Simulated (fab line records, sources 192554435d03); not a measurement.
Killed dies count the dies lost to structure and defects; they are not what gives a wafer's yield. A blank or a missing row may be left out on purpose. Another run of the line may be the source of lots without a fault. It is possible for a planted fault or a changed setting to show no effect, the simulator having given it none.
Chamber matching ; flow n5 finfet ; 3 sister chambers for N5_BEOL_M8_PECVD_70 on pecvd-03
The step deposits SiO2 from TEOS/O2, target thk 20 nm, time 22.7 s. 6 wafers are shown with their chamber, then 7 later ones without.

WAFERS WITH THEIR CHAMBER
wafer;chamber;throttle valve pct (%);showerhead plenum p Torr (Torr)
L083.6;1;21.0;8.83
L088.1;1;20.8;8.81
L088.2;2;20.9;8.83
L088.5;0;22.4;8.90
L091.1;0;22.1;8.91
L091.3;2;21.0;8.86

WAFERS MISSING THEIR CHAMBER
wafer;throttle valve pct (%);showerhead plenum p Torr (Torr)
L091.6;21.0;8.84
L094.2;20.8;8.84
L094.3;21.1;8.84
L094.4;22.7;8.89
L097.2;22.3;8.90
L097.4;22.5;8.91
L097.5;21.0;8.82

CHAMBER TAKEN BY EACH
wafer;from the rows above;in truth
L091.6;can't be placed: 2 or 1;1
L094.2;can't be placed: 2 or 1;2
L094.3;can't be placed: 2 or 1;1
L094.4;0;0
L097.2;0;0
L097.4;0;0
L097.5;can't be placed: 1 or 2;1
3 of 7 placed correctly. From these rows, 4 cannot be placed; in 4 the true chamber is one of the candidates. Number placed wrongly: 0.
How it was worked out, from the rows above alone: a wafer's distance from a chamber is the root of the sum, over the readings, of the square of ((its reading less the chamber's mean) divided by the reading's scatter). The wafer belongs to the nearest chamber; if the next one is less than 2 further off, it can't be placed. For every chamber, the mean is computed from those of its wafers that are shown. How the scatter is found: for the shown wafers, subtract from each reading the mean of its chamber, square and add these, divide the total by (wafers less chambers), then take the root.
